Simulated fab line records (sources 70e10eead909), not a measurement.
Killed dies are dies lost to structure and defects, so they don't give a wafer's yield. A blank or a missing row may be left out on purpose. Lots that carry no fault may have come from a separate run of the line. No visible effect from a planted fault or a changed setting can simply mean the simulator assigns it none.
Struck lot and sound lot, side by side || flow nandHarc || 21 steps out of a route of 1159
Sound: these wafers, L633.1, L633.3, L633.6. The struck wafers were L639.2, L639.4, L639.5. The cause is given at the end.
Order at every step that has rows: each side's tool, ch and its chambers, its first start. Under that, the readings that differ: sound wafers || struck wafers || difference of the means || sigmas: that difference in standard deviations of wafers without a fault.
alike: readings with means less than 2 such deviations apart, plus words and numbers identical on both sides. not compared: withheld readings, readings lacking a value on some wafer, bounds such as >300 that could conceal the same value, and numbers that have no deviation in the record and whose values overlap.
The two part at a step that has a row with sigmas, a row that says differs or no value, or rows on one side only. Non-overlapping numbers with no deviation appear without sigmas and do not part them. Lack of a reading on every wafer of one side parts them only where that side has two or more wafers.

NHARC_A_BLC_CVD_24: deposits W, target thk 150 nm, time 434 s.
  sound on cvdW-01 ch 0; struck on cvdW-02 ch 0,1
{"reading": "heaterPowerW (W)", "sound": "584 590 581", "struck": "424 438 461", "difference": -144, "sigmas": -2}
  alike: throttleValvePct
NHARC_A_BLC_CMP_25: polishes, t overpolish 30 s, target thk 150 nm.
  sound on cmp-04 ch 0,3, day 20 06:25; struck on cmp-03 ch 2,3, day 22 19:46
  alike: motorCurrentA, overpolishRunS, retainingRingPressureFrac, slurryFilterDpKPa, timeToEndpointS
  not compared: padLifeWafers
then, 1 step without rows for these wafers: NHARC_A_BLC_SRD_27.
NHARC_A_BLC_INSPECT_28:
  sound on defectInspect-01, day 20 06:49; struck on defectInspect-02, day 22 20:10
  alike: rawDefectCount
then, 7 steps without rows for these wafers: NHARC_A_M0_DEP_00 (deposits SiOC, target thk 150 nm); NHARC_A_M0_DEHYDRATE_01 (time 120 s); NHARC_A_M0_HMDS_02 (time 30 s); NHARC_A_M0_COAT_33 (time 65 s); NHARC_A_M0_COAT_03 (resist thk 90 nm); NHARC_A_M0_SOFTBAKE_04 (time 55 s); NHARC_A_M0_EBR_05.
NHARC_A_M0_EXPOSE_06: exposes mask A M0, target cd 80 nm.
  sound on arfiScanner-01 ch 0, day 20 07:35; struck on arfiScanner-01 ch 0, day 22 20:56
{"reading": "exposureDoseMJCm2", "sound": "83.19 83.21 83.13", "struck": "70.14 70.06 69.91", "difference": -13.14, "sigmas": "-99 or more"}
  alike: mask
then, 2 steps without rows for these wafers: NHARC_A_M0_PEB_07 (peb time 65 s); NHARC_A_M0_DEVELOP_08 (develop time 35 s).
NHARC_A_M0_CD_MEAS_09: the cd target is 80 nm.
  sound on cdSem-03 ch 0, day 20 07:43; struck on cdSem-02 ch 0, day 22 21:05
{"reading": "cdNm (nm)", "sound": "79.4 79.4 80.0", "struck": "69.4 69.0 69.0", "difference": -10.5, "sigmas": -21}
NHARC_A_M0_OVL_MEAS_10: pitch 160 nm.
  sound on overlay-02, day 20 07:49; struck on overlay-01, day 22 21:10
{"reading": "overlayXNm (nm)", "sound": "-0.3 -1.2 -0.8", "struck": "0.8 1.2 0.8", "difference": "+1.7", "sigmas": "+2"}
  alike: overlayYNm
NHARC_A_M0_INSPECT_11:
  sound on defectInspect-01, day 20 07:51; struck on defectInspect-01, day 22 21:12
  alike: rawDefectCount
NHARC_A_M0_DESCUM_14: chemistry O2, time 3 s.
  sound on rieDiel-13 ch 0,3, day 20 07:55; struck on rieDiel-13 ch 0,1,3, day 22 21:17
{"reading": "model.A_M0.cdNm (nm)", "sound": "79.41 79.47 79.7", "struck": "69.53 69.54 69.48", "difference": -10.01, "sigmas": ""}
  alike: drypumpMotorCurrentA, oesProductAu, rfVppV, showerheadPlenumPTorr, throttleValvePct
  not compared: rfHoursCounterH
NHARC_A_M0_ETCH_34: etches the open film in N2/H2, target depth 40 nm, overetch 12 nm, time 43.94 s.
  sound on rieDiel-13 ch 0,2, day 20 08:00; struck on rieDiel-13 ch 0,1,2, day 22 21:22
  alike: drypumpMotorCurrentA, oesProductAu, rfVppV, showerheadPlenumPTorr, throttleValvePct
  not compared: rfHoursCounterH
NHARC_A_M0_ETCH_15: etches the open film in C4F8/Ar, target depth 150 nm, overetch 15 nm, time 82.5 s.
  sound on rieDiel-13 ch 1,2,3; struck on rieDiel-13 ch 1,2
{"reading": "model.A_M0.cdNm (nm)", "sound": "78.85 79.15 79.64", "struck": "69.17 69.35 69.58", "difference": -9.85, "sigmas": ""}
  alike: oesProductAu, rfVppV
  not compared: rfHoursCounterH
NHARC_A_M0_CD_MEAS_16:
  sound on cdSem-03, day 20 08:13; struck on cdSem-03, day 22 21:34
{"reading": "cdNm (nm)", "sound": "79.1 79.3 79.3", "struck": "69.3 69.3 69.4", "difference": -9.9, "sigmas": -16}

== WHERE THEY PART ==
First at NHARC_A_BLC_CVD_24; last, within this record, at NHARC_A_M0_CD_MEAS_16.

WHY: what the simulator had put in
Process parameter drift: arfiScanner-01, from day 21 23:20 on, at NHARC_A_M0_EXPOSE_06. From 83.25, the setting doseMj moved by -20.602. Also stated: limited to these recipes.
